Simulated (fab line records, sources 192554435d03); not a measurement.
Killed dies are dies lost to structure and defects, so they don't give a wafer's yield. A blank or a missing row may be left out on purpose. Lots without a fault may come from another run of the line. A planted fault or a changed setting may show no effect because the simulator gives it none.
Which tool did it? | flow n5_finfet | 12 lots, 36 wafers sampled, at 1 step of a route of 1938

WHAT THE GAUGES READ, wafer by wafer
N5_WELL_APT_INSPECT_27: inspects for defects (macro).
lot  | measured    | on                | raw_defect_count
L075 | day 1 21:17 | defect_inspect-02 | 1 1 0
L077 | day 2 09:01 | defect_inspect-01 | 0 2 2
L079 | day 2 21:08 | defect_inspect-01 | 3 1 3
L081 | day 3 09:06 | defect_inspect-02 | 2 2 0
L083 | day 3 20:55 | defect_inspect-01 | 0 2 4
L085 | day 4 08:52 | defect_inspect-01 | 2 2 4
L087 | day 4 20:44 | defect_inspect-02 | 0 3 2
L089 | day 5 09:07 | defect_inspect-02 | 0 3 1
L091 | day 5 21:01 | defect_inspect-01 | 0 4 2
L093 | day 6 09:18 | defect_inspect-01 | 3 2 5
L095 | day 6 20:56 | defect_inspect-02 | 2 3 1
L097 | day 7 09:14 | defect_inspect-02 | 3 0 1

WHICH TOOL RAN EACH LOT (tool, then ch and the chambers of the sampled wafers, then the start)
The record holds no process step before these readings.

THE ANSWER, worked out from the rows above alone
Rule: what is usual is taken from the lots themselves. Put in order of their means at a reading, lots are off if they are a third of the lots or fewer, leave a main group of 4 or more, and stand apart from it by a gap of 3 or more times the standard deviation of the main group's means; of several such gaps the widest counts. A main group whose means are all the same, to the digits that the tables above print for the reading, isn't used. A lot without any number at a reading at which 4 lots or more have one is off too. The other lots that the step has rows for count as sound.
No lot is off at any reading shown: from this, nothing can be told.

WHAT THE SIMULATOR HAD PUT IN
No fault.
